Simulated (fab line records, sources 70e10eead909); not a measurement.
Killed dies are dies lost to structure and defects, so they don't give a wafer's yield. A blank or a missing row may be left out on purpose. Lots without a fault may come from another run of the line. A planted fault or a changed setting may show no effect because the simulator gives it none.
Which tool did it? | flow nand_harc | 24 lots, 72 wafers sampled, at 6 steps of a route of 1159

WHAT THE GAUGES READ, wafer by wafer
NHARC_A_CONTACT_CD_MEAS_15.
lot  | measured     | on        | cd_nm (nm)
L076 | day 17 05:56 | cd_sem-01 | 89.7 89.5 88.9
L074 | day 17 06:15 | cd_sem-03 | 90.8 90.1 90.0
L075 | day 17 12:21 | cd_sem-02 | 89.8 89.4 89.5
L078 | day 17 18:14 | cd_sem-01 | 89.4 89.2 89.0
L079 | day 17 22:43 | cd_sem-02 | 90.1 90.4 90.4
L077 | day 17 23:38 | cd_sem-02 | 90.6 90.1 89.6
L080 | day 19 03:00 | cd_sem-02 | 90.0 89.5 90.0
L082 | day 19 04:26 | cd_sem-02 | 89.4 89.7 89.2
L084 | day 19 12:28 | cd_sem-03 | 90.3 89.5 90.0
L083 | day 19 13:25 | cd_sem-02 | 89.8 89.4 89.5
L081 | day 19 14:58 | cd_sem-02 | 89.4 90.4 90.0
L087 | day 20 03:13 | cd_sem-02 | 90.6 90.4 89.8
L085 | day 20 03:35 | cd_sem-02 | 90.8 90.7 90.3
L086 | day 20 10:39 | cd_sem-02 | 89.2 89.7 89.4
L089 | day 20 13:31 | cd_sem-01 | 89.4 89.6 90.2
L088 | day 20 14:23 | cd_sem-02 | 88.6 89.7 90.6
L090 | day 21 11:52 | cd_sem-03 | 88.4 89.5 89.1
L091 | day 21 13:55 | cd_sem-02 | 90.0 89.0 88.9
L094 | day 21 23:30 | cd_sem-01 | 88.6 89.3 89.8
L095 | day 22 09:38 | cd_sem-03 | 90.7 88.7 89.9
L092 | day 22 11:20 | cd_sem-03 | 90.3 91.2 90.4
L093 | day 22 17:24 | cd_sem-01 | 89.8 90.2 89.5
L096 | day 23 02:16 | cd_sem-02 | 88.9 90.7 89.4
L097 | day 23 07:49 | cd_sem-03 | 90.6 89.8 89.1

WHICH TOOL RAN EACH LOT (tool, then ch and the chambers of the sampled wafers, then the start)
lot  | NHARC_A_CONTACT_ETCH_88            | NHARC_A_CONTACT_ETCH_89                       | NHARC_A_CONTACT_ETCH_134             | NHARC_A_CONTACT_ETCH_138             | NHARC_A_CONTACT_ETCH_139
L076 | rie_diel-13 ch 0,2, day 17 02:49   | rie_diel-13 ch 0,1,2, day 17 04:31 or earlier | har_cap_etch-03 ch 0,1, day 17 04:31 | har_cap_etch-03 ch 0,1, day 17 05:05 | har_cap_etch-03 ch 0,1, day 17 05:12
L074 | rie_diel-13 ch 0,1,3, day 17 03:59 | rie_diel-13 ch 0,3, day 17 04:53 or earlier   | har_cap_etch-01 ch 0,1, day 17 04:53 | har_cap_etch-01 ch 0,1, day 17 05:27 | har_cap_etch-01 ch 0,1, day 17 05:35
L075 | rie_diel-13 ch 0,1,2, day 17 10:01 | rie_diel-13 ch 1,2, day 17 11:07 or earlier   | har_cap_etch-03 ch 0,1, day 17 11:07 | har_cap_etch-03 ch 0,1, day 17 11:38 | har_cap_etch-03 ch 0,1, day 17 11:48
L078 | rie_diel-13 ch 0,1, day 17 16:02   | rie_diel-13 ch 0,1,2, day 17 16:58 or earlier | har_cap_etch-03 ch 0,1, day 17 16:58 | har_cap_etch-03 ch 0,1, day 17 17:31 | har_cap_etch-03 ch 0,1, day 17 17:40
L079 | rie_diel-13 ch 1,2,3, day 17 20:25 | rie_diel-13 ch 0,1,3, day 17 21:20 or earlier | har_cap_etch-02 ch 0,1, day 17 21:20 | har_cap_etch-02 ch 0,1, day 17 21:54 | har_cap_etch-02 ch 0,1, day 17 22:01
L077 | rie_diel-11 ch 1,2,3, day 17 21:14 | rie_diel-11 ch 0,2,3, day 17 22:23 or earlier | har_cap_etch-01 ch 0,1, day 17 22:23 | har_cap_etch-01 ch 0,1, day 17 22:55 | har_cap_etch-01 ch 0,1, day 17 23:05
L080 | rie_diel-13 ch 0,2,3, day 19 00:38 | rie_diel-13 ch 0,1, day 19 01:35 or earlier   | har_cap_etch-02 ch 0,1, day 19 01:35 | har_cap_etch-02 ch 0,1, day 19 02:08 | har_cap_etch-02 ch 0,1, day 19 02:16
L082 | rie_diel-13 ch 0,2,3, day 19 02:09 | rie_diel-13 ch 0,3, day 19 03:13 or earlier   | har_cap_etch-01 ch 0,1, day 19 03:13 | har_cap_etch-01 ch 0,1, day 19 03:44 | har_cap_etch-01 ch 0,1, day 19 03:55
L084 | rie_diel-13 ch 0,1, day 19 10:16   | rie_diel-13 ch 0,1,3, day 19 11:10 or earlier | har_cap_etch-01 ch 1, day 19 11:10   | har_cap_etch-01 ch 1, day 19 11:44   | har_cap_etch-01 ch 1, day 19 11:52
L083 | rie_diel-11 ch 0,1,2, day 19 10:55 | rie_diel-11 ch 0,1,3, day 19 12:05 or earlier | har_cap_etch-01 ch 0,1, day 19 12:05 | har_cap_etch-01 ch 0,1, day 19 12:38 | har_cap_etch-01 ch 0,1, day 19 12:46
L081 | rie_diel-13 ch 0,3, day 19 12:40   | rie_diel-13 ch 2,3, day 19 13:43 or earlier   | har_cap_etch-03 ch 0,1, day 19 13:43 | har_cap_etch-03 ch 0,1, day 19 14:14 | har_cap_etch-03 ch 0,1, day 19 14:25
L087 | rie_diel-11 ch 0,1, day 20 00:46   | rie_diel-11 ch 0,1,2, day 20 01:55 or earlier | har_cap_etch-02 ch 0,1, day 20 01:55 | har_cap_etch-02 ch 0,1, day 20 02:28 | har_cap_etch-02 ch 0,1, day 20 02:36
L085 | rie_diel-11 ch 0,1,3, day 20 01:11 | rie_diel-11 ch 0,1,3, day 20 02:15 or earlier | har_cap_etch-01 ch 0,1, day 20 02:15 | har_cap_etch-01 ch 0,1, day 20 02:47 | har_cap_etch-01 ch 0,1, day 20 02:56
L086 | rie_diel-13 ch 1,2,3, day 20 08:22 | rie_diel-13 ch 0,1,2, day 20 09:16 or earlier | har_cap_etch-03 ch 0,1, day 20 09:16 | har_cap_etch-03 ch 0,1, day 20 09:50 | har_cap_etch-03 ch 0,1, day 20 09:58
L089 | rie_diel-13 ch 0,2,3, day 20 11:16 | rie_diel-13 ch 0,1,3, day 20 12:10 or earlier | har_cap_etch-02 ch 0,1, day 20 12:10 | har_cap_etch-02 ch 0,1, day 20 12:43 | har_cap_etch-02 ch 0,1, day 20 12:50
L088 | rie_diel-13 ch 0,1, day 20 12:04   | rie_diel-13 ch 0,1,2, day 20 13:05 or earlier | har_cap_etch-01 ch 0,1, day 20 13:05 | har_cap_etch-01 ch 0,1, day 20 13:39 | har_cap_etch-01 ch 0,1, day 20 13:46
L090 | rie_diel-11 ch 0,1, day 21 09:37   | rie_diel-11 ch 0,1,2, day 21 10:31 or earlier | har_cap_etch-01 ch 0,1, day 21 10:31 | har_cap_etch-01 ch 0,1, day 21 11:05 | har_cap_etch-01 ch 0,1, day 21 11:13
L091 | rie_diel-13 ch 0,3, day 21 11:26   | rie_diel-13 ch 2,3, day 21 12:25 or earlier   | har_cap_etch-03 ch 0,1, day 21 12:25 | har_cap_etch-03 ch 0,1, day 21 12:57 | har_cap_etch-03 ch 0,1, day 21 13:06
L094 | rie_diel-11 ch 1,2,3, day 21 21:15 | rie_diel-11 ch 0,1, day 21 22:12 or earlier   | har_cap_etch-02 ch 0,1, day 21 22:12 | har_cap_etch-02 ch 0,1, day 21 22:46 | har_cap_etch-02 ch 0,1, day 21 22:54
L095 | rie_diel-11 ch 0,2,3, day 22 07:11 | rie_diel-11 ch 0,1,2, day 22 08:06 or earlier | har_cap_etch-01 ch 0,1, day 22 08:06 | har_cap_etch-01 ch 0,1, day 22 08:40 | har_cap_etch-01 ch 0,1, day 22 08:50
L092 | rie_diel-13 ch 0,2, day 22 09:07   | rie_diel-13 ch 0,1,3, day 22 10:01 or earlier | har_cap_etch-02 ch 0,1, day 22 10:01 | har_cap_etch-02 ch 0,1, day 22 10:35 | har_cap_etch-02 ch 0,1, day 22 10:42
L093 | rie_diel-13 ch 1,2,3, day 22 15:02 | rie_diel-13 ch 1,2,3, day 22 16:11 or earlier | har_cap_etch-03 ch 0,1, day 22 16:11 | har_cap_etch-03 ch 0,1, day 22 16:42 | har_cap_etch-03 ch 0,1, day 22 16:53
L096 | rie_diel-11 ch 0,1,3, day 23 00:01 | rie_diel-11 ch 0,1,2, day 23 00:59 or earlier | har_cap_etch-03 ch 0,1, day 23 00:59 | har_cap_etch-03 ch 0,1, day 23 01:31 | har_cap_etch-03 ch 0,1, day 23 01:41
L097 | rie_diel-13 ch 0,3, day 23 05:32   | rie_diel-13 ch 1,3, day 23 06:30 or earlier   | har_cap_etch-01 ch 0,1, day 23 06:30 | har_cap_etch-01 ch 0,1, day 23 07:04 | har_cap_etch-01 ch 0,1, day 23 07:12
- NHARC_A_CONTACT_ETCH_88: etches the open film in CF4, target depth 39 nm, time 65 s.
- NHARC_A_CONTACT_ETCH_89: etches the open film in N2/H2, target depth 260 nm, time 475.3 s.
- NHARC_A_CONTACT_ETCH_134: etches the open film in C4F8/O2/Ar, time 140 s, target depth 700 nm.
- NHARC_A_CONTACT_ETCH_138: etches the open film in C4F8/O2/Ar, time 132 s, target depth 1289 nm.
- NHARC_A_CONTACT_ETCH_139: etches the open film in C4F8/O2/Ar, time 137 s, target depth 590 nm.

WHAT THE TOOLS THEMSELVES READ (means of the sampled wafers that have a number; where no wafer has one, the mark that the record gives instead)
NHARC_A_CONTACT_ETCH_88.
lot  | tool        | drypump_motor_current_A (A) | mfc_ar_sccm (sccm) | oes_product_au (a.u.) | rf_vpp_V (V) | showerhead_plenum_p_Torr (Torr) | throttle_valve_pct (%)
L076 | rie_diel-13 | 5.8                         | 0.002              | 1.008                 | 150.5        | 1.71                            | 13.279
L074 | rie_diel-13 | 5.7                         | 0.012              | 1.011                 | 151.1        | 1.80                            | 13.285
L075 | rie_diel-13 | 5.6                         | 0.008              | 1.006                 | 150.5        | 1.75                            | 13.283
L078 | rie_diel-13 | 5.5                         | 0.010              | 1.002                 | 151.6        | 1.78                            | 13.287
L079 | rie_diel-13 | 5.8                         | 0.010              | 1.014                 | 150.9        | 1.77                            | 13.284
L077 | rie_diel-11 | 5.9                         | 0.000              | 1.007                 | 151.4        | 1.84                            | 13.294
L080 | rie_diel-13 | 5.9                         | 0.005              | 1.005                 | 152.4        | 1.76                            | 13.293
L082 | rie_diel-13 | 5.9                         | 0.005              | 1.003                 | 151.0        | 1.76                            | 13.284
L084 | rie_diel-13 | 5.3                         | 0.015              | 1.017                 | 151.8        | 1.78                            | 13.279
L083 | rie_diel-11 | 5.6                         | 0.006              | 1.002                 | 152.1        | 1.83                            | 13.285
L081 | rie_diel-13 | 5.8                         | 0.007              | 0.994                 | 151.2        | 1.79                            | 13.280
L087 | rie_diel-11 | 5.7                         | 0.013              | 1.000                 | 151.6        | 1.79                            | 13.281
L085 | rie_diel-11 | 6.0                         | 0.006              | 1.006                 | 150.5        | 1.80                            | 13.277
L086 | rie_diel-13 | 5.8                         | 0.010              | 1.015                 | 151.5        | 1.77                            | 13.294
L089 | rie_diel-13 | 5.9                         | 0.005              | 1.010                 | 150.3        | 1.76                            | 13.281
L088 | rie_diel-13 | 5.5                         | 0.010              | 1.002                 | 151.6        | 1.77                            | 13.286
L090 | rie_diel-11 | 5.7                         | 0.013              | 0.994                 | 152.2        | 1.79                            | 13.290
L091 | rie_diel-13 | 5.8                         | 0.007              | 0.999                 | 151.2        | 1.78                            | 13.279
L094 | rie_diel-11 | 5.9                         | 0.000              | 1.006                 | 151.9        | 1.83                            | 13.280
L095 | rie_diel-11 | 6.0                         | 0.006              | 1.012                 | 151.7        | 1.82                            | 13.286
L092 | rie_diel-13 | 5.9                         | 0.002              | 1.007                 | 151.3        | 1.71                            | 13.289
L093 | rie_diel-13 | 5.8                         | 0.010              | 1.011                 | 151.4        | 1.76                            | 13.281
L096 | rie_diel-11 | 6.0                         | 0.006              | 1.000                 | 151.2        | 1.79                            | 13.290
L097 | rie_diel-13 | 5.8                         | 0.007              | 0.998                 | 151.2        | 1.78                            | 13.285

NHARC_A_CONTACT_ETCH_89.
lot  | tool        | drypump_motor_current_A (A) | mfc_ar_sccm (sccm) | oes_product_au (a.u.) | rf_vpp_V (V) | showerhead_plenum_p_Torr (Torr) | throttle_valve_pct (%)
L076 | rie_diel-13 | 5.6                         | 0.008              | 1.012                 | 430.0        | 2.01                            | 14.163
L074 | rie_diel-13 | 6.0                         | 0.009              | 1.001                 | 432.4        | 2.09                            | 14.178
L075 | rie_diel-13 | 5.5                         | 0.013              | 1.016                 | 429.1        | 2.02                            | 14.173
L078 | rie_diel-13 | 5.6                         | 0.008              | 1.009                 | 429.9        | 2.01                            | 14.176
L079 | rie_diel-13 | 5.6                         | 0.012              | 0.999                 | 431.2        | 2.08                            | 14.173
L077 | rie_diel-11 | 6.0                         | 0.006              | 1.011                 | 432.9        | 2.11                            | 14.169
L080 | rie_diel-13 | 5.3                         | 0.015              | 1.023                 | 430.8        | 2.06                            | 14.177
L082 | rie_diel-13 | 6.0                         | 0.009              | 1.002                 | 431.5        | 2.09                            | 14.165
L084 | rie_diel-13 | 5.7                         | 0.012              | 1.005                 | 431.4        | 2.07                            | 14.172
L083 | rie_diel-11 | 6.0                         | 0.006              | 0.996                 | 432.1        | 2.08                            | 14.182
L081 | rie_diel-13 | 6.2                         | 0.007              | 1.001                 | 430.9        | 2.05                            | 14.159
L087 | rie_diel-11 | 5.6                         | 0.006              | 0.999                 | 432.0        | 2.12                            | 14.170
L085 | rie_diel-11 | 6.0                         | 0.006              | 1.001                 | 431.3        | 2.08                            | 14.171
L086 | rie_diel-13 | 5.6                         | 0.008              | 1.005                 | 430.1        | 2.01                            | 14.163
L089 | rie_diel-13 | 5.7                         | 0.012              | 1.011                 | 431.8        | 2.07                            | 14.176
L088 | rie_diel-13 | 5.6                         | 0.008              | 1.007                 | 429.7        | 2.01                            | 14.161
L090 | rie_diel-11 | 5.6                         | 0.006              | 0.997                 | 432.0        | 2.12                            | 14.172
L091 | rie_diel-13 | 6.1                         | 0.007              | 1.009                 | 431.3        | 2.05                            | 14.171
L094 | rie_diel-11 | 5.7                         | 0.013              | 1.001                 | 431.0        | 2.06                            | 14.167
L095 | rie_diel-11 | 5.6                         | 0.006              | 1.002                 | 432.3        | 2.12                            | 14.172
L092 | rie_diel-13 | 5.7                         | 0.012              | 1.001                 | 430.9        | 2.07                            | 14.172
L093 | rie_diel-13 | 5.8                         | 0.010              | 1.018                 | 430.5        | 2.03                            | 14.170
L096 | rie_diel-11 | 5.6                         | 0.006              | 1.005                 | 432.3        | 2.11                            | 14.167
L097 | rie_diel-13 | 5.5                         | 0.017              | 1.010                 | 432.2        | 2.08                            | 14.174

THE ANSWER, worked out from the rows above alone
Rule: what is usual is taken from the lots themselves. Put in order of their means at a reading, lots are off if they are a third of the lots or fewer, leave a main group of 4 or more, and stand apart from it by a gap of 3 or more times the standard deviation of the main group's means; of several such gaps the widest counts. A main group whose means are all the same, to the digits that the tables above print for the reading, isn't used. A lot without any number at a reading at which 4 lots or more have one is off too. The other lots that the step has rows for count as sound. The gauges are gone through in route order, then the tools' own readings, and for those a lot's mean is taken as printed above. The first step at which some lot is off is used, and at that step the reading that is off furthest; a lot without a number counts as furthest.
No lot is off at any reading shown: from this, nothing can be told.

WHAT THE SIMULATOR HAD PUT IN
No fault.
